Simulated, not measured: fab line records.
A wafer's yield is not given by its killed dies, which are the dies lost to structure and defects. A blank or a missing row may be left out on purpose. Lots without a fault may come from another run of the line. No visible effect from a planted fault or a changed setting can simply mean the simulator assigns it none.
Which tool was responsible?	flow nand-harc	57 wafers from 19 lots sampled at 6 of the route's 1159 steps

## WHAT THE GAUGES READ, wafer by wafer
The record holds no reading of a measuring or inspecting step that can be judged against a usual standard deviation.

## TOOL THAT RAN EACH LOT (tool first, then ch and the chambers of the sampled wafers, then the start)
lot	NHARC_A_STAIRCASE_ETCH_192	NHARC_A_STAIRCASE_TRIM_202	NHARC_A_STAIRCASE_ETCH_221	NHARC_A_STAIRCASE_ETCH_292	NHARC_A_STAIRCASE_HM_OPEN_460	NHARC_A_STAIRCASE_ETCH_452
L078	rie-diel-10 ch 2,3, day 12 10:24 or earlier	rie-diel-10 ch 0,2,3, day 12 10:24 or earlier	rie-diel-10 ch 0,2,3, day 12 10:24 or earlier	rie-diel-10 ch 1,2, day 12 10:24	rie-diel-10 ch 0,1,2, no start	rie-diel-10 ch 0,1,3, no start
L074	rie-diel-06 ch 0,1,3, day 12 11:10 or earlier	rie-diel-06 ch 0,2,3, day 12 11:10 or earlier	rie-diel-05 ch 0,2,3, day 12 11:10 or earlier	rie-diel-05 ch 0,1,3, day 12 11:10	rie-diel-05 ch 0,2,3, no start	rie-diel-05 ch 0,2,3, no start
L077	rie-diel-06 ch 0,3, day 12 12:09 or earlier	rie-diel-06 ch 0,1,2, day 12 12:09 or earlier	rie-diel-05 ch 0,1,2, day 12 12:09 or earlier	rie-diel-06 ch 0,1, day 12 12:09	rie-diel-06 ch 0,1,2, no start	rie-diel-06 ch 0,2,3, no start
L079	rie-diel-06 ch 0,2,3, day 12 14:58 or earlier	rie-diel-05 ch 1,2,3, day 12 14:58 or earlier	rie-diel-05 ch 0,1,2, day 12 14:58 or earlier	rie-diel-10 ch 0,1, day 12 14:58	rie-diel-10 ch 0,1,3, no start	rie-diel-10 ch 0,2,3, no start
L080	rie-diel-06 ch 0,3, day 12 20:41 or earlier	rie-diel-05 ch 0,1,3, day 12 20:41 or earlier	rie-diel-06 ch 1,2,3, day 12 20:41 or earlier	rie-diel-05 ch 0,2,3, day 12 20:41	rie-diel-05 ch 1,2,3, no start	rie-diel-05 ch 0,1,3, no start
L081	rie-diel-06 ch 0,1,3, day 12 23:19 or earlier	rie-diel-06 ch 0,1,2, day 12 23:19 or earlier	rie-diel-06 ch 0,1,3, day 12 23:19 or earlier	rie-diel-06 ch 1,2,3, day 12 23:19	rie-diel-06 ch 0,1,3, no start	rie-diel-06 ch 0,1,2, no start
L082	rie-diel-05 ch 0,3, day 13 19:48 or earlier	rie-diel-05 ch 0,3, day 13 19:48 or earlier	rie-diel-05 ch 0,1, day 13 19:48 or earlier	rie-diel-05 ch 1,2,3, day 13 19:48	rie-diel-05 ch 0,1, no start	rie-diel-05 ch 0,2,3, no start
L085	rie-diel-06 ch 1,2,3, day 13 19:29 or earlier	rie-diel-06 ch 0,1, day 13 19:29 or earlier	rie-diel-05 ch 0,1, day 13 19:29 or earlier	rie-diel-06 ch 0,3, day 13 19:29	rie-diel-06 ch 1,3, no start	rie-diel-06 ch 2,3, no start
L084	rie-diel-05 ch 0,3, day 14 00:50 or earlier	rie-diel-05 ch 1,3, day 14 00:50 or earlier	rie-diel-05 ch 2,3, day 14 00:50 or earlier	rie-diel-05 ch 0,2,3, day 14 00:50	rie-diel-05 ch 0,1, no start	rie-diel-05 ch 0,1,3, no start
L087	rie-diel-06 ch 0,1, day 14 16:34 or earlier	rie-diel-06 ch 0,1,3, day 14 16:34 or earlier	rie-diel-06 ch 2,3, day 14 16:34 or earlier	rie-diel-05 ch 0,2,3, day 14 16:34	rie-diel-05 ch 0,1,3, no start	rie-diel-05 ch 0,2,3, no start
L086	rie-diel-05 ch 0,1,3, day 14 16:50 or earlier	rie-diel-10 ch 1,2,3, day 14 16:50 or earlier	rie-diel-05 ch 0,1,3, day 14 16:50 or earlier	rie-diel-05 ch 1,2,3, day 14 16:50	rie-diel-05 ch 0,1,2, no start	rie-diel-05 ch 0,1,3, no start
L090	rie-diel-10 ch 0,1, day 15 09:07 or earlier	rie-diel-06 ch 0,1,2, day 15 09:07 or earlier	rie-diel-05 ch 0,3, day 15 09:07 or earlier	rie-diel-10 ch 2,3, day 15 09:07	rie-diel-10 ch 0,3, no start	rie-diel-10 ch 1,2,3, no start
L089	rie-diel-10 ch 0,2, day 15 09:23 or earlier	rie-diel-05 ch 0,2, day 15 09:23 or earlier	rie-diel-06 ch 0,3, day 15 09:23 or earlier	rie-diel-06 ch 0,1, day 15 09:23	rie-diel-06 ch 1,2,3, no start	rie-diel-06 ch 0,1,2, no start
L093	rie-diel-05 ch 1,2, day 16 09:53 or earlier	rie-diel-06 ch 0,2, day 16 09:53 or earlier	rie-diel-05 ch 0,1, day 16 09:53 or earlier	rie-diel-05 ch 0,3, day 16 09:53	rie-diel-05 ch 0,1, no start	rie-diel-05 ch 0,3, no start
L091	rie-diel-06 ch 1,2, day 16 11:34 or earlier	rie-diel-05 ch 0,1,3, day 16 11:34 or earlier	rie-diel-05 ch 0,1,3, day 16 11:34 or earlier	rie-diel-10 ch 2,3, day 16 11:34	rie-diel-10 ch 0,1,2, no start	rie-diel-10 ch 0,1, no start
L095	rie-diel-06 ch 2,3, day 16 15:36 or earlier	rie-diel-06 ch 1,2,3, day 16 15:36 or earlier	rie-diel-06 ch 0,2,3, day 16 15:36 or earlier	rie-diel-10 ch 1,2, day 16 15:36	rie-diel-10 ch 0,2,3, no start	rie-diel-10 ch 1,2, no start
L094	rie-diel-05 ch 0,1,3, day 16 17:25 or earlier	rie-diel-05 ch 1,3, day 16 17:25 or earlier	rie-diel-10 ch 0,2,3, day 16 17:25 or earlier	rie-diel-10 ch 1,2,3, day 16 17:25	rie-diel-10 ch 1,2,3, no start	rie-diel-10 ch 0,2,3, no start
L096	rie-diel-10 ch 1,2,3, day 16 19:53 or earlier	rie-diel-05 ch 0,1,3, day 16 19:53 or earlier	rie-diel-05 ch 0,1,3, day 16 19:53 or earlier	rie-diel-06 ch 0,3, day 16 19:53	rie-diel-06 ch 0,3, no start	rie-diel-06 ch 0,1, no start
L097	rie-diel-05 ch 1,2,3, day 17 18:00 or earlier	rie-diel-05 ch 0,1, day 17 18:00 or earlier	rie-diel-06 ch 0,1, day 17 18:00 or earlier	rie-diel-10 ch 0,2, day 17 18:00	rie-diel-10 ch 0,2, day 17 18:10	rie-diel-10 ch 0,2, day 17 19:01
- NHARC_A_STAIRCASE_ETCH_192: etches the open film in C4F8/O2, target depth 100 nm, time 40.5 s.
- NHARC_A_STAIRCASE_TRIM_202: chemistry O2, time 211.2 s.
- NHARC_A_STAIRCASE_ETCH_221: etches the open film in C4F8/O2, target depth 100 nm, time 40.5 s.
- NHARC_A_STAIRCASE_ETCH_292: etches the open film in CF4/CHF3.
- NHARC_A_STAIRCASE_HM_OPEN_460: chemistry O2/COS.
- NHARC_A_STAIRCASE_ETCH_452: etches the open film in CF4/O2, target depth 30 nm, overetch 3 nm, time 16.5 s.

## WHAT THE TOOLS THEMSELVES READ (means of the sampled wafers that have a number; where no wafer has one, the mark that the record gives instead)
NHARC_A_STAIRCASE_ETCH_192.
lot	tool	chamber-pressure-mTorr (mTorr)	oes-product-au (a.u.)	rf-vpp-V (V)
L078	rie-diel-10	25.010	0.940	894
L074	rie-diel-06	25.000	0.925	898
L077	rie-diel-06	24.966	0.938	899
L079	rie-diel-06	25.000	0.938	897
L080	rie-diel-06	24.982	0.960	899
L081	rie-diel-06	24.987	0.952	898
L082	rie-diel-05	24.998	0.932	892
L085	rie-diel-06	24.990	0.944	896
L084	rie-diel-05	24.995	0.924	892
L087	rie-diel-06	25.022	0.935	896
L086	rie-diel-05	25.014	0.931	892
L090	rie-diel-10	24.992	0.947	897
L089	rie-diel-10	24.997	0.939	899
L093	rie-diel-05	25.002	0.940	894
L091	rie-diel-06	25.006	0.930	894
L095	rie-diel-06	25.005	0.950	894
L094	rie-diel-05	24.984	0.930	890
L096	rie-diel-10	24.982	0.947	894
L097	rie-diel-05	25.000	0.938	893

NHARC_A_STAIRCASE_TRIM_202.
lot	tool	chamber-pressure-mTorr (mTorr)	drypump-motor-current-A (A)	oes-product-au (a.u.)	rf-vpp-V (V)	showerhead-plenum-p-Torr (Torr)	throttle-valve-pct (%)
L078	rie-diel-10	60.01	5.7	0.994	57.5	3.55	17.040
L074	rie-diel-06	59.99	5.9	0.997	57.2	3.55	17.044
L077	rie-diel-06	60.00	5.8	0.992	58.3	3.52	17.030
L079	rie-diel-05	59.97	5.9	0.992	57.9	3.48	17.027
L080	rie-diel-05	60.06	5.6	0.990	57.5	3.41	17.041
L081	rie-diel-06	59.98	5.8	0.996	58.1	3.52	17.029
L082	rie-diel-05	60.01	5.8	0.987	57.7	3.42	17.034
L085	rie-diel-06	59.88	6.0	1.007	57.7	3.56	17.042
L084	rie-diel-05	60.04	5.5	0.993	58.8	3.37	17.036
L087	rie-diel-06	60.05	6.0	1.004	58.6	3.56	17.037
L086	rie-diel-10	60.01	6.1	1.004	57.8	3.47	17.036
L090	rie-diel-06	59.95	5.8	0.993	57.1	3.51	17.039
L089	rie-diel-05	60.01	6.4	0.998	58.4	3.59	17.033
L093	rie-diel-06	59.98	5.9	0.999	58.3	3.53	17.035
L091	rie-diel-05	60.00	5.6	0.996	56.7	3.39	17.038
L095	rie-diel-06	60.01	5.8	1.000	56.9	3.50	17.032
L094	rie-diel-05	60.00	5.4	0.994	58.3	3.36	17.033
L096	rie-diel-05	60.01	5.7	0.996	56.7	3.39	17.046
L097	rie-diel-05	59.97	5.5	1.001	57.7	3.38	17.030

NHARC_A_STAIRCASE_ETCH_221.
lot	tool	chamber-pressure-mTorr (mTorr)	oes-product-au (a.u.)	rf-vpp-V (V)
L078	rie-diel-10	25.004	0.954	897
L074	rie-diel-05	25.009	0.947	896
L077	rie-diel-05	25.014	0.926	896
L079	rie-diel-05	24.981	0.943	895
L080	rie-diel-06	25.000	0.928	896
L081	rie-diel-06	24.993	0.948	897
L082	rie-diel-05	24.984	0.934	891
L085	rie-diel-05	24.978	0.924	891
L084	rie-diel-05	25.001	0.938	895
L087	rie-diel-06	25.013	0.955	896
L086	rie-diel-05	24.998	0.944	892
L090	rie-diel-05	25.007	0.935	893
L089	rie-diel-06	24.989	0.953	898
L093	rie-diel-05	25.016	0.919	891
L091	rie-diel-05	24.986	0.924	891
L095	rie-diel-06	25.018	0.947	896
L094	rie-diel-10	25.000	0.937	896
L096	rie-diel-05	25.006	0.931	890
L097	rie-diel-06	24.999	0.944	896

NHARC_A_STAIRCASE_ETCH_292.
lot	tool	chamber-pressure-mTorr (mTorr)	drypump-motor-current-A (A)	oes-product-au (a.u.)	rf-vpp-V (V)	showerhead-plenum-p-Torr (Torr)	throttle-valve-pct (%)
L078	rie-diel-10	24.981	6.4	0.984	371.2	1.58	16.814
L074	rie-diel-05	25.018	5.6	0.916	369.0	1.52	16.807
L077	rie-diel-06	25.013	5.9	0.924	370.9	1.58	16.797
L079	rie-diel-10	25.009	5.8	0.977	371.6	1.59	16.798
L080	rie-diel-05	25.009	6.1	0.950	370.8	1.57	16.810
L081	rie-diel-06	24.983	5.8	0.972	370.8	1.57	16.792
L082	rie-diel-05	24.991	5.9	0.972	369.4	1.55	16.795
L085	rie-diel-06	25.014	6.1	0.981	371.2	1.60	16.814
L084	rie-diel-05	24.999	6.1	0.938	369.6	1.56	16.807
L087	rie-diel-05	25.025	6.1	0.945	370.3	1.56	16.798
L086	rie-diel-05	25.007	5.9	0.948	370.3	1.55	16.803
L090	rie-diel-10	25.002	5.6	0.968	370.2	1.54	16.799
L089	rie-diel-06	25.004	6.0	0.962	370.2	1.59	16.804
L093	rie-diel-05	25.007	5.8	0.929	369.1	1.52	16.800
L091	rie-diel-10	25.003	5.9	0.970	370.7	1.57	16.804
L095	rie-diel-10	24.999	6.5	0.965	370.5	1.55	16.803
L094	rie-diel-10	25.013	6.0	0.964	369.4	1.54	16.808
L096	rie-diel-06	25.001	6.2	0.924	371.2	1.59	16.809
L097	rie-diel-10	25.019	5.9	0.959	371.9	1.60	16.799

NHARC_A_STAIRCASE_HM_OPEN_460.
lot	tool	chamber-pressure-mTorr (mTorr)	drypump-motor-current-A (A)	oes-product-au (a.u.)	rf-vpp-V (V)	showerhead-plenum-p-Torr (Torr)	throttle-valve-pct (%)
L078	rie-diel-10	20.000	6.1	1.003	468.8	3.15	28.330
L074	rie-diel-05	20.014	6.1	0.987	466.1	3.10	28.321
L077	rie-diel-06	19.991	5.8	0.989	466.4	3.11	28.330
L079	rie-diel-10	19.992	5.8	0.996	466.5	3.08	28.342
L080	rie-diel-05	19.995	5.9	0.996	466.3	3.08	28.333
L081	rie-diel-06	19.990	6.0	1.002	468.3	3.16	28.329
L082	rie-diel-05	20.006	5.5	0.996	463.9	3.00	28.327
L085	rie-diel-06	20.006	6.0	1.006	467.2	3.16	28.337
L084	rie-diel-05	19.997	5.5	0.998	464.5	3.00	28.332
L087	rie-diel-05	19.982	5.6	0.993	464.2	3.01	28.336
L086	rie-diel-05	19.997	6.0	0.995	466.2	3.09	28.328
L090	rie-diel-10	19.998	5.3	0.998	466.5	3.06	28.330
L089	rie-diel-06	19.997	5.8	0.997	466.4	3.10	28.335
L093	rie-diel-05	20.007	5.5	0.988	464.2	2.99	28.341
L091	rie-diel-10	20.003	6.2	1.015	467.4	3.13	28.330
L095	rie-diel-10	20.001	5.6	1.002	467.2	3.12	28.327
L094	rie-diel-10	20.003	6.1	0.995	466.3	3.06	28.331
L096	rie-diel-06	20.011	6.2	1.010	468.5	3.16	28.328
L097	rie-diel-10	19.996	6.0	1.010	468.8	3.18	28.331

NHARC_A_STAIRCASE_ETCH_452.
lot	tool	chamber-pressure-mTorr (mTorr)	drypump-motor-current-A (A)	oes_o_777_au (a.u.)	oes-product-au (a.u.)	rf-vpp-V (V)	showerhead-plenum-p-Torr (Torr)	throttle-valve-pct (%)
L078	rie-diel-10	29.975	5.7	0.995	0.994	197.9	1.32	13.401
L074	rie-diel-05	30.020	6.1	1.000	0.997	197.3	1.32	13.395
L077	rie-diel-06	30.013	5.9	0.997	1.005	198.4	1.34	13.396
L079	rie-diel-10	30.014	5.6	1.003	1.003	198.3	1.34	13.394
L080	rie-diel-05	29.989	5.6	1.002	0.990	197.3	1.28	13.396
L081	rie-diel-06	29.980	5.8	1.004	1.001	197.9	1.33	13.399
L082	rie-diel-05	30.015	6.1	1.001	0.991	198.0	1.32	13.395
L085	rie-diel-06	29.974	5.6	0.997	1.003	197.4	1.32	13.399
L084	rie-diel-05	29.981	5.6	1.000	0.992	197.0	1.28	13.396
L087	rie-diel-05	30.006	6.1	1.001	0.985	197.4	1.32	13.399
L086	rie-diel-05	29.997	5.6	1.003	0.990	196.9	1.28	13.402
L090	rie-diel-10	30.003	6.0	1.001	1.007	197.6	1.31	13.393
L089	rie-diel-06	30.005	5.8	1.001	0.998	197.5	1.33	13.389
L093	rie-diel-05	29.999	5.7	0.998	0.990	196.3	1.29	13.397
L091	rie-diel-10	29.978	6.3	1.002	1.009	196.6	1.32	13.408
L095	rie-diel-10	30.019	6.4	1.004	1.008	197.7	1.34	13.403
L094	rie-diel-10	29.990	5.6	1.000	1.000	197.2	1.34	13.393
L096	rie-diel-06	30.007	5.8	1.001	0.997	198.2	1.33	13.397
L097	rie-diel-10	30.012	6.0	0.993	1.007	198.6	1.36	13.400

## THE ANSWER, worked out from the rows above alone
Rule: the usual values come from the lots themselves. The widest of any qualifying gaps counts: lots, ordered by their means at a reading, are off when they make up no more than a third of the lots, leave a main group of 4 or more, and stand apart from it by 3 or more times the standard deviation of that group's means. A main group whose means are all the same, to the digits that the tables above print for the reading, isn't used. A lot without any number at a reading at which 4 lots or more have one is off too. Any other lot the step has rows for is counted as sound. First the gauges in route order, then the tools' own readings, where a lot's mean is used as printed above. The first step at which some lot is off is used, and at that step the reading that is off furthest; a lot without a number counts as furthest.
No lot is off at any reading shown: from this, nothing can be told.

## WHAT THE SIMULATOR HAD PUT IN
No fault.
